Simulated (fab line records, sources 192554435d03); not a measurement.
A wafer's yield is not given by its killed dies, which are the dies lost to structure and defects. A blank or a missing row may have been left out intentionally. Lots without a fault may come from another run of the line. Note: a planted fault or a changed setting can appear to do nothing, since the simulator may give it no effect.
Which tool is to blame?	flow n5Finfet	10 lots with 29 wafers sampled at 6 steps, on a route of 1938 steps

== WHAT EACH GAUGE READ, for each wafer ==
N5_WELL_APT_INSPECT_38: inspects for defects (darkfield). Usual: rawDefectCount 12, standard deviation 4.1.
lot	measured	on	rawDefectCount	flag
L878	day 1 16:47	defectInspect-02	13 9 17	
L884	day 3 04:37	defectInspect-02	12 11 11	
L885	day 3 11:04	defectInspect-02	16 8 19	
L886	day 3 17:03	defectInspect-01	16 8 11	
L887	day 3 22:34	defectInspect-02	13 17 17	
L889	day 4 11:07	defectInspect-02	6 11 16	
L891	day 4 23:06	defectInspect-01	11 8	
L893	day 5 11:20	defectInspect-02	13 14 13	
L899	day 6 23:22	defectInspect-02	9 16 12	
L901	day 7 10:49	defectInspect-02	12 16 11	

N5_FIN_SAQP_CD_MEAS_16 targets a cd of 35.6 nm. Usual: cdNm 35.6 nm, standard deviation 0.31.
lot	measured	on	cdNm (nm)	flag
L878	day 1 21:32	cdSem-03	35.5 35.4 35.2	
L884	day 3 09:22	cdSem-03	35.2 35.7 35.2	
L885	day 3 15:46	cdSem-03	35.7 35.5 35.5	
L886	day 3 21:37	cdSem-03	35.2 35.6 35.3	
L887	day 4 03:10	cdSem-03	35.8 30.9 31.4	OFF
L889	day 4 15:59	cdSem-01	35.5 35.8 31.0	OFF
L891	day 5 06:23	cdSem-02	35.6 31.4	OFF
L893	day 5 16:31	cdSem-01	35.5 35.4 35.5	
L899	day 7 04:05	cdSem-01	36.1 35.9 35.5	
L901	day 7 15:40	cdSem-01	35.7 35.3 35.7	

N5_BEOL_M4_RC_MEAS_101. Usual: DIBL_N 36.4 mV/V, standard deviation 1.4; DIBL_P 36.4 mV/V, standard deviation 1.5; IOFF_N 0.156 nA/um, standard deviation 0.022; IOFF_P 0.210 nA/um, standard deviation 0.023; ION_N 675 uA/um, standard deviation 9.1; ION_P 463 uA/um, standard deviation 5.7; SS_N 71.6 mV/dec, standard deviation 0.45; SS_P 73.3 mV/dec, standard deviation 0.56; VT_N 250 mV, standard deviation 3.1; VT_P -250.3 mV, standard deviation 2.3.
lot	measured	on	DIBL_N (mV/V)	DIBL_P (mV/V)	IOFF_N (nA/um)	IOFF_P (nA/um)	ION_N (uA/um)	ION_P (uA/um)	SS_N (mV/dec)	SS_P (mV/dec)	VT_N (mV)	VT_P (mV)	flag
L878	day 9 06:28	prober-01	35.5 38.7 37.8	32.1 36.9 35.6	0.117 0.175 0.158	0.181 0.263 0.238	667 674 680	459 463 465	71.3 72.3 72.1	73.0 73.6 74.2	259 249 251	-252.0 -247.5 -249.4	
L884	day 10 13:27	prober-02	37.7 38.0 36.7	35.4 35.8 34.6	0.175 0.183 0.151	0.232 0.243 0.211	686 683 681	474 466 470	71.6 71.3 70.9	74.0 73.6 73.6	249 248 250	-249.3 -246.3 -248.6	
L885	day 10 18:31	prober-02	37.4 37.6 37.8	37.3 37.7 37.5	0.160 0.155 0.163	0.195 0.200 0.206	667 667 670	455 455 464	71.1 71.7 71.4	73.6 73.8 73.9	248 253 249	-254.0 -252.8 -251.3	
L886	day 11 01:58	prober-01	36.7 38.2 35.7	39.1 40.0 37.9	0.176 0.215 0.169	0.239 0.259 0.216	683 691 676	470 466 460	72.3 71.8 71.2	74.5 73.4 73.3	245 243 245	-248.6 -246.6 -248.6	
L887	day 11 09:09	prober-01	36.8 36.9 35.2	37.6 37.7 36.0	0.161 0.157 0.137	0.204 0.212 0.183	683 670 667	463 457 458	71.3 71.6 71.2	72.9 73.1 73.0	250 253 253	-250.2 -247.6 -249.6	
L889	day 12 00:41	prober-02	34.5 36.2 36.8	34.7 36.8 37.5	0.114 0.140 0.153	0.184 0.209 0.223	654 658 669	456 456 466	71.6 72.5 72.0	72.0 73.3 72.7	259 254 254	-250.2 -248.9 -249.1	
L891	day 12 11:01	prober-01	39.9 38.7	36.8 35.2	0.185 0.155	0.245 0.214	683 676	464 465	70.8 71.2	73.8 73.6	248 250	-249.2 -249.4	
L893	day 12 16:17	prober-01	36.2 37.6 37.3	33.8 36.6 36.0	0.155 0.175 0.173	0.191 0.228 0.223	677 684 687	456 468 465	71.6 71.5 71.4	72.4 73.7 73.1	248 249 248	-249.8 -247.9 -247.1	
L899	day 14 05:38	prober-01	37.2 38.5 36.9	37.8 37.8 36.5	0.178 0.199 0.160	0.224 0.230 0.202	680 683 681	465 464 466	71.8 72.1 71.9	73.4 73.7 73.5	246 247 248	-249.6 -250.2 -252.1	
L901	day 15 06:20	prober-02	37.0 35.1 36.8	38.0 36.5 38.2	0.164 0.139 0.174	0.233 0.205 0.235	669 669 676	468 465 467	71.6 71.4 71.8	73.6 72.4 72.8	250 252 249	-249.7 -248.6 -249.1	

== EACH LOT AND THE TOOL THAT RAN IT (in order: tool; ch and the chambers of the sampled wafers; start) ==
lot	N5_WELL_APT_RTA_34	N5_PMOS_HMC_CHANNEL_EPI_EPI_26	N5_FIN_SAQP_EXPOSE_13
L878	rtpAnneal-02 ch 0, day 1 15:56	epiRpcvd-02 ch 0, day 1 19:37	arfiScanner-01 ch 0, day 1 21:25
L884	rtpAnneal-01 ch 0, day 3 03:47	epiRpcvd-03 ch 0, day 3 07:38	arfiScanner-01 ch 0, day 3 09:14
L885	rtpAnneal-01 ch 0, day 3 10:12	epiRpcvd-01 ch 0, day 3 14:08	arfiScanner-01 ch 0, day 3 15:38
L886	rtpAnneal-02 ch 0, day 3 16:10	epiRpcvd-01 ch 0, day 3 20:02	arfiScanner-01 ch 0, day 3 21:29
L887	rtpAnneal-01 ch 0, day 3 21:41	epiRpcvd-01 ch 0, day 4 01:34	arfiScanner-01 ch 0, day 4 03:02
L889	rtpAnneal-01 ch 0, day 4 10:03	epiRpcvd-02 ch 0, day 4 13:59	arfiScanner-01 ch 0, day 4 15:52
L891	rtpAnneal-01 ch 0, day 4 22:13	epiRpcvd-01 ch 0, day 5 02:08	arfiScanner-01 ch 0, day 5 06:16
L893	rtpAnneal-01 ch 0, day 5 10:29	epiRpcvd-01 ch 0, day 5 14:52	arfiScanner-02 ch 0, day 5 16:23
L899	rtpAnneal-01 ch 0, day 6 22:30	epiRpcvd-02 ch 0, day 7 02:19	arfiScanner-03 ch 0, day 7 03:58
L901	rtpAnneal-01 ch 0, day 7 09:56	epiRpcvd-01 ch 0, day 7 14:04	arfiScanner-01 ch 0, day 7 15:32
- N5_WELL_APT_RTA_34: time 10 s.
- N5_PMOS_HMC_CHANNEL_EPI_EPI_26: deposits Si from SiH4/H2, target thk 3.8 nm, time 22.7 s.
- N5_FIN_SAQP_EXPOSE_13: exposes mask FIN CORE, target cd 35.6 nm.

== WHAT THE TOOLS THEMSELVES READ (means of the sampled wafers that have a number; where no wafer has one, the mark that the record gives instead) ==
N5_WELL_APT_RTA_34. Usual: lampPowerPct 13.01 %, standard deviation 0.047; lamp_zone_7_pct 13.423 %, standard deviation 0.028; wafer_temp_C_max 1003.6, standard deviation 1.1.
lot	tool	lampPowerPct (%)	lamp_zone_7_pct (%)	wafer_temp_C_max	flag
L878	rtpAnneal-02	13.01	13.438	1003.2	
L884	rtpAnneal-01	13.00	13.431	1002.6	
L885	rtpAnneal-01	13.01	13.399	1004.7	
L886	rtpAnneal-02	12.97	13.439	1002.3	
L887	rtpAnneal-01	13.03	13.412	1002.8	
L889	rtpAnneal-01	12.99	13.454	1003.7	
L891	rtpAnneal-01	12.94	13.432	1003.6	
L893	rtpAnneal-01	12.99	13.408	1003.0	
L899	rtpAnneal-01	12.98	13.404	1004.3	
L901	rtpAnneal-01	12.99	13.420	1003.1	

N5_PMOS_HMC_CHANNEL_EPI_EPI_26. Usual: chamberPressureTorr 20.00 Torr, standard deviation 0.045; throttleValvePct 11.01 %, standard deviation 0.26.
lot	tool	chamberPressureTorr (Torr)	throttleValvePct (%)	flag
L878	epiRpcvd-02	19.98	11.40	
L884	epiRpcvd-03	19.99	11.06	
L885	epiRpcvd-01	20.07	10.77	
L886	epiRpcvd-01	20.03	10.90	
L887	epiRpcvd-01	19.96	10.78	
L889	epiRpcvd-02	19.99	11.37	
L891	epiRpcvd-01	20.04	10.84	
L893	epiRpcvd-01	19.89	10.74	
L899	epiRpcvd-02	20.08	11.34	
L901	epiRpcvd-01	19.95	10.85	

== THE ANSWER, worked out from the rows above alone ==
Rule: a lot is off if the mean of its wafers that have a number lies more than 3 standard deviations from the usual mean. A lot without any number at a reading at which 4 lots or more have one is off too. All remaining lots with rows at the step are treated as sound. First the gauges in route order, then the tools' own readings, where a lot's mean is used as printed above. At the first step where some lot is off, the reading lying furthest off is the one used; lots without a number count as furthest.
Off: L887, L889, L891 (N5_FIN_SAQP_CD_MEAS_16, cdNm).
A tool fits if, at a process step before that reading, it ran every lot that is off, and no sound lot after the first of them. Gauges at N5_FIN_SAQP_CD_MEAS_16: tried the same way as those tools. None of those tried fits.

== WHAT THE SIMULATOR HAD PUT IN ==
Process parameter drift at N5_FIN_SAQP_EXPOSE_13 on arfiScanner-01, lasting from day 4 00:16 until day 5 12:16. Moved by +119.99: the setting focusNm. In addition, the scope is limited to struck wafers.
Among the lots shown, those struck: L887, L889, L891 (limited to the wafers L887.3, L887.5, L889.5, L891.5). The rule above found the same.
